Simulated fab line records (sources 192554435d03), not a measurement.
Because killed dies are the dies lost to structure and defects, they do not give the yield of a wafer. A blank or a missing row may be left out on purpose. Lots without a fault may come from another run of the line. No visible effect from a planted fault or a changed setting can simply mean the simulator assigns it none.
3 desks, one fault ; flow n5 finfet ; only its own numbers are on each desk; what lay behind them is given at the end

TOOL OWNER'S DESK, rie diel-05
The tool's own readings at N5_SDB_ETCH_25 (etches SiO2 in C4F6/O2, target depth 10 nm, time 3.3 s): means of the sampled wafers that have a number, for each lot that ran on this tool. A lot is out of limits, marked OUT, if its mean lies more than 4 standard deviations from the usual mean; the brackets give that distance.
Columns: A = bias w at N5_SDB_ETCH_25, usual 184.9 W; B = drypump motor current A at N5_SDB_ETCH_25, usual 5.7 A; C = oes_f_703_au at N5_SDB_ETCH_25, usual 0.82 a.u.; D = oes product au at N5_SDB_ETCH_25, usual 0.82 a.u.; E = rf vpp V at N5_SDB_ETCH_25, usual 666 V; F = showerhead plenum p Torr at N5_SDB_ETCH_25, usual 2.86 Torr; G = throttle valve pct at N5_SDB_ETCH_25, usual 21.13 %
lot;first seen here;A;B;C;D;E;F;G
L935;day 7 12:35;185.1;6.0;0.83;0.83;671;2.81;21.22
L937;day 7 22:33;185.3;5.8;0.89;0.90;680;2.76;21.16
L938;day 8 08:46;185.0;6.1;0.77;0.80;670;2.84;21.24
This desk's finding: nothing out of limits on any of the 3 lots.

THE DEFECT DESK
Inspection counts along the route, by lot: the mean over sampled wafers that carry a number. A lot is out of limits, marked OUT, if its mean lies more than 4 standard deviations from the usual mean; the brackets give that distance.
Columns: A = raw defect count at N5_SDB_INSPECT_13, usual 82
lot;first seen here;A
L927;day 5 15:49;92
L935;day 7 12:01;109
L937;day 7 21:55;90
L938;day 8 08:13;116
L941;day 9 04:29;63
L942;day 9 15:06;105
This desk's finding: nothing out of limits on any of the 6 lots.

THE METROLOGY DESK
Lot by lot, what the gauges showed, no matter which tool ran the lot: averages of those sampled wafers that carry a number. A lot is out of limits, marked OUT, if its mean lies more than 4 standard deviations from the usual mean; the brackets give that distance.
Columns: A = cd nm at N5_SDB_CD_MEAS_11, usual 49.7 nm; B = SDB_OVL at N5_SDB_OVL_MEAS_12, usual -0.2 nm
lot;first seen here;A;B
L927;day 5 15:45;49.8;-0.6
L935;day 7 11:41;48.8;0.0
L937;day 7 21:52;49.7;0.2
L938;day 8 08:09;49.5;-0.9
L941;day 9 04:26;49.9;0.0
L942;day 9 15:03;50.7;-0.2
This desk's finding: nothing out of limits on any of the 6 lots.

BROUGHT TOGETHER
The desk of the tool owner found nothing out of limits.
Nothing the defect desk looked at was out of limits.
The metrology desk saw nothing out of limits.

WHAT THE SIMULATOR HAD INSERTED
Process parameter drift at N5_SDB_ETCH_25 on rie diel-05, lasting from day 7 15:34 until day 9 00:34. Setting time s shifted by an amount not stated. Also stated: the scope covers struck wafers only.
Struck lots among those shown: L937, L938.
